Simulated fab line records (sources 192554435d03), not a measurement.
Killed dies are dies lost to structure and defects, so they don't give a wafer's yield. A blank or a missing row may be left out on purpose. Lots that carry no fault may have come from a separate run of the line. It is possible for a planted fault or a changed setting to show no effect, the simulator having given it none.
Split-lot experiment -- flow n5-finfet -- 21 wafers read across 7 lots, on a route 1938 steps long

ABOUT THE SPLIT
At N5_FIN_SAQP_FIN_ETCH_36 (etches the open film in HBr/Cl2/O2, target depth 120 nm, time 50.4 s), the setting icp-w was moved away from the recipe's 800 W on 8 of the 21 wafers read, by -15.1% to +13.4%. The other wafers ran this setting at the recipe's value.

FROM THE SPLIT TO THE READING: what the file shows between them, 3 steps
- N5_FIN_SAQP_PRECLEAN_38: cleans in O3/DIW, time 45 s
- N5_FIN_SAQP_PRECLEAN_45: cleans in dHF, time 10 s
- N5_FIN_SAQP_SRD_39: time 30 s

THE READING
trench-depth-nm, in nm, at N5_FIN_SAQP_OCD_MEAS_76. On this fab line, fault-free wafers typically give 119.5 nm with a standard deviation of 1.3 nm.

wafer,"tool, chamber at the split","icp-w as run, W",against the recipe,"trench-depth-nm, nm",against lot-mates on the recipe
L075.2,"rie-si-03, 2",907.1,+13.4%,128.3,+7.2
L075.3,"rie-si-03, 1",800,recipe,120.9,-
L075.6,"rie-si-03, 2",800,recipe,121.4,-
L077.1,"rie-si-05, 3",800,recipe,119.6,-
L077.2,"rie-si-05, 2",800,recipe,119.1,-
L077.5,"rie-si-05, 2",800,recipe,118.2,-
L078.4,"rie-si-06, 2",873,+9.1%,124.6,+4.2
L078.5,"rie-si-06, 1",873,+9.1%,125.7,+5.3
L078.6,"rie-si-06, 2",800,recipe,120.4,-
L081.1,"rie-si-06, 3",800,recipe,119.6,-
L081.3,"rie-si-06, 2",679,-15.1%,108.7,-10.9
L081.5,"rie-si-06, 3",679,-15.1%,110.1,-9.5
L082.1,"rie-si-06, 0",800,recipe,119.3,-
L082.2,"rie-si-06, 2",871.5,+8.9%,123.8,+4.6
L082.5,"rie-si-06, 0",800,recipe,119.0,-
L090.2,"rie-si-03, 1",800,recipe,122.5,-
L090.4,"rie-si-03, 0",838.4,+4.8%,122.8,+0.3
L090.6,"rie-si-03, 3",838.4,+4.8%,119.0,-3.5
L093.4,"rie-si-06, 1",800,recipe,119.1,-
L093.5,"rie-si-06, 2",800,recipe,117.7,-
L093.6,"rie-si-06, 3",800,recipe,119.8,-

FIT RESULTS
A straight line over all 21 wafers: trench-depth-nm changes by +0.625 nm for each +1% of icp-w; r = +0.95; the points scatter about the line by 1.4 nm.
The same after taking each lot's own level away (the mean of its wafers on the recipe; 21 wafers): +0.57 nm for each +1%; r = +0.93; scatter 1.6 nm.
On that fit, the largest move of icp-w shifts the reading by 8.6 nm.
Across the lots, their own levels run from 118.87 to 122.50 nm, a range of 2.8 times the standard deviation given above.
So the lot-to-lot level changes the slope little: the two slopes agree.
Check: for one of the wafers moved furthest among these (-15.1%), held out of the fit, the line's prediction against its lot-mates is -8.48 nm. It came out at -10.9 nm against them.

ADDITIONAL SPLITS CARRIED BY THESE WAFERS
These wafers also went through other splits before the reading. Each is held against what the fit with the lots' levels taken away leaves over:
other split on the same wafers,wafers away from the commonest value,r with trench-depth-nm (lot level and that fit taken away)
N5_ZERO_LAYER_ETCH_18 bias-w,2,+0.53
N5_FIN_SAQP_ALD_61 temp-c,10,+0.44
N5_FIN_SAQP_PECVD_06 time-s,9,-0.20

THE WHOLE CHAIN: every reading that the file lists as answering this split, in the file's order
step,what it does,reading,change (the file's fit),r (the file's)
N5_FIN_SAQP_FIN_ETCH_36,"etches the open film in HBr/Cl2/O2, target depth 120 nm, time 50.4 s","etch.depth-nm (the simulator's own value, which no gauge read)",+0.533 nm for each +1% of the setting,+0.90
N5_FIN_SAQP_FIN_ETCH_36,"etches the open film in HBr/Cl2/O2, target depth 120 nm, time 50.4 s","FIN_SAQP.feature-depth-nm (the simulator's own value, which no gauge read)",+0.532 nm for each +1% of the setting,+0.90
N5_FIN_SAQP_OCD_MEAS_76,,trench-depth-nm,+0.552 nm for each +1% of the setting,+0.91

THE FILE'S OWN FIT
trench-depth-nm changes by +0.552 nm for each +1% of icp-w, r = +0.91.
